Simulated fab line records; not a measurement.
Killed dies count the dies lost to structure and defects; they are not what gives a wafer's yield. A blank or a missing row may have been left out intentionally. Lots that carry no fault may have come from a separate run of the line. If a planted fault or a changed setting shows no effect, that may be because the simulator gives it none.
Chamber matching ; flow n5-finfet ; N5_FIN_SAQP_ETCH_65 on rie-si-06 has 4 sister chambers
The step etches SiO2 in CF4, target depth 4 nm, time 4.4 s. 16 wafers are shown with their chamber, then 8 later ones without.

## EACH WAFER AND ITS CHAMBER
wafer;chamber;throttle-valve-pct (%);drypump-motor-current-A (A);oes-product-au (a.u.)
L077.2;1;22.06;6.1;0.999
L077.4;0;21.97;6.3;0.984
L077.6;1;22.08;6.2;1.003
L079.1;1;22.07;6.2;0.993
L079.3;3;21.48;6.2;1.024
L079.5;2;21.74;5.8;1.005
L080.3;3;21.47;6.2;1.017
L080.4;0;21.97;6.3;0.986
L080.5;1;22.08;6.2;0.992
L084.4;3;21.48;6.2;1.025
L084.5;2;21.75;5.8;1.023
L084.6;3;21.48;6.2;1.017
L086.3;3;21.48;6.2;1.017
L086.4;1;22.08;6.2;1.006
L086.5;2;21.74;5.8;0.999
L093.1;3;21.45;6.2;1.016

SIGNATURES (averages over the wafers above)
reading;chamber 0;chamber 1;chamber 2;chamber 3;scatter within a chamber
throttle-valve-pct;21.9700;22.0740;21.7433;21.4733;0.00966
drypump-motor-current-A;6.300;6.180;5.800;6.200;0.0258
oes-product-au;0.98500;0.99860;1.00900;1.01933;0.00674
Rule: for each reading, subtract the chamber's mean from the wafer's reading, divide by that reading's scatter and square the result; add these up over the readings and take the root, which gives the wafer's distance from the chamber. If the next closest chamber is less than 2 further off than the closest, the wafer can't be placed; otherwise it belongs to the closest. How the scatter is found: for the shown wafers, subtract from each reading the mean of its chamber, square and add these, divide the total by (wafers less chambers), then take the root.

## WAFERS MISSING THEIR CHAMBER
wafer;throttle-valve-pct (%);drypump-motor-current-A (A);oes-product-au (a.u.)
L093.3;21.97;6.3;0.994
L093.5;21.49;6.2;1.019
L094.1;21.75;5.8;1.002
L094.2;21.97;6.3;0.981
L094.4;21.47;6.2;1.014
L096.2;21.98;6.2;0.982
L096.3;21.47;6.1;1.012
L096.5;22.07;6.2;0.996

## THE CHAMBER EACH PASSED THROUGH
wafer;from the rows above;in truth
L093.3;0;0
L093.5;3;3
L094.1;2;2
L094.2;0;0
L094.4;3;3
L096.2;0;0
L096.3;3;3
L096.5;1;1
Correct placement for 8 of the 8. Can't be placed from these rows: 0. 0 placed wrongly.
